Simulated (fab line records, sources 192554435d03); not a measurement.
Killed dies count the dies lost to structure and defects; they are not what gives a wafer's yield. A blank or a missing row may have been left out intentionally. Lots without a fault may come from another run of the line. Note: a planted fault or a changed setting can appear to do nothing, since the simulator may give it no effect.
Which tool was responsible? + flow n5-finfet + Sampling: 11 lots, 33 wafers, 3 of 1938 route steps

WHAT THE GAUGES READ, wafer by wafer
N5_BEOL_M10_OVL_MEAS_29.
| lot  | measured     | on         | V9_OVL (nm)    |
|------|--------------|------------|----------------|
| L246 | day 10 07:39 | overlay-02 | -1.1 -0.6 0.0  |
| L251 | day 11 15:46 | overlay-01 | -0.5 -0.7 -1.0 |
| L250 | day 11 16:03 | overlay-01 | -1.9 -0.1 -1.0 |
| L254 | day 12 17:22 | overlay-02 | -1.5 0.5 -0.7  |
| L255 | day 13 02:53 | overlay-02 | 1.3 0.1 1.0    |
| L260 | day 14 21:14 | overlay-02 | 9.3 8.7 9.2    |
| L259 | day 14 22:16 | overlay-01 | 9.2 8.6 8.7    |
| L265 | day 17 04:55 | overlay-02 | -0.9 0.4 -0.7  |
| L269 | day 17 04:58 | overlay-01 | -1.1 -0.9 -1.4 |
| L268 | day 17 07:37 | overlay-01 | -0.4 0.1 -0.3  |
| L267 | day 17 11:34 | overlay-02 | -0.2 0.5 0.3   |

WHICH TOOL RAN EACH LOT (tool, then ch and the chambers of the sampled wafers, then the start)
| lot  | N5_BEOL_M10_HM_OPEN_17            | N5_BEOL_M10_EXPOSE_25              |
|------|-----------------------------------|------------------------------------|
| L246 | rie-metal-03 ch 0,1, day 10 05:42 | arfi-scanner-01 ch 0, day 10 07:29 |
| L251 | rie-metal-01 ch 0,1, day 11 15:02 | arfi-scanner-01 ch 0, day 11 15:37 |
| L250 | rie-metal-02 ch 0,1, day 11 15:19 | arfi-scanner-01 ch 0, day 11 15:55 |
| L254 | rie-metal-03 ch 0,1, day 12 16:01 | arfi-scanner-03 ch 0, day 12 17:13 |
| L255 | rie-metal-02 ch 1, day 12 23:49   | arfi-scanner-03 ch 0, day 13 02:44 |
| L260 | rie-metal-03 ch 0,1, day 14 20:36 | arfi-scanner-01 ch 0, day 14 21:04 |
| L259 | rie-metal-01 ch 0,1, day 14 21:18 | arfi-scanner-01 ch 0, day 14 22:05 |
| L265 | rie-metal-01 ch 1, day 17 02:21   | arfi-scanner-02 ch 0, day 17 04:45 |
| L269 | rie-metal-03 ch 0,1, day 17 02:36 | arfi-scanner-02 ch 0, day 17 04:48 |
| L268 | rie-metal-01 ch 1, day 17 07:04   | arfi-scanner-02 ch 0, day 17 07:28 |
| L267 | rie-metal-03 ch 0,1, day 17 09:56 | arfi-scanner-03 ch 0, day 17 11:25 |
- N5_BEOL_M10_HM_OPEN_17: chemistry Cl2/BCl3, target TiN, target depth 20 nm, overetch 6 nm.
- N5_BEOL_M10_EXPOSE_25: exposes mask V9.

THE ANSWER, worked out from the rows above alone
Rule: the lots themselves supply what counts as usual. The widest of any qualifying gaps counts: lots, ordered by their means at a reading, are off when they make up no more than a third of the lots, leave a main group of 4 or more, and stand apart from it by 3 or more times the standard deviation of that group's means. If all means in a main group match to the digits the tables above print for the reading, that group is not used. A lot without any number at a reading at which 4 lots or more have one is off too. All remaining lots with rows at the step are treated as sound.
Off: L260, L259, seen at N5_BEOL_M10_OVL_MEAS_29 (V9_OVL). The main group has a mean of -0.4 nm with a standard deviation of 0.57.
If a tool, at a process step before that reading, ran all the lots that are off and no sound lot after the first of them, it fits. Gauges at N5_BEOL_M10_OVL_MEAS_29: tried the same way as those tools. One candidate fits, namely arfi-scanner-01 at N5_BEOL_M10_EXPOSE_25. Its last sound lot is L250 (day 11 15:55), its first lot that is off L260 (day 14 21:04): a fault that began between those two fits.

WHAT THE SIMULATOR HAD PUT IN
Scanner matching overlay: arfi-scanner-01, from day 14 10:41 on, at N5_BEOL_M10_EXPOSE_25. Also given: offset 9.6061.
Lots struck among those shown: L260, L259. The rule given above showed the same thing.
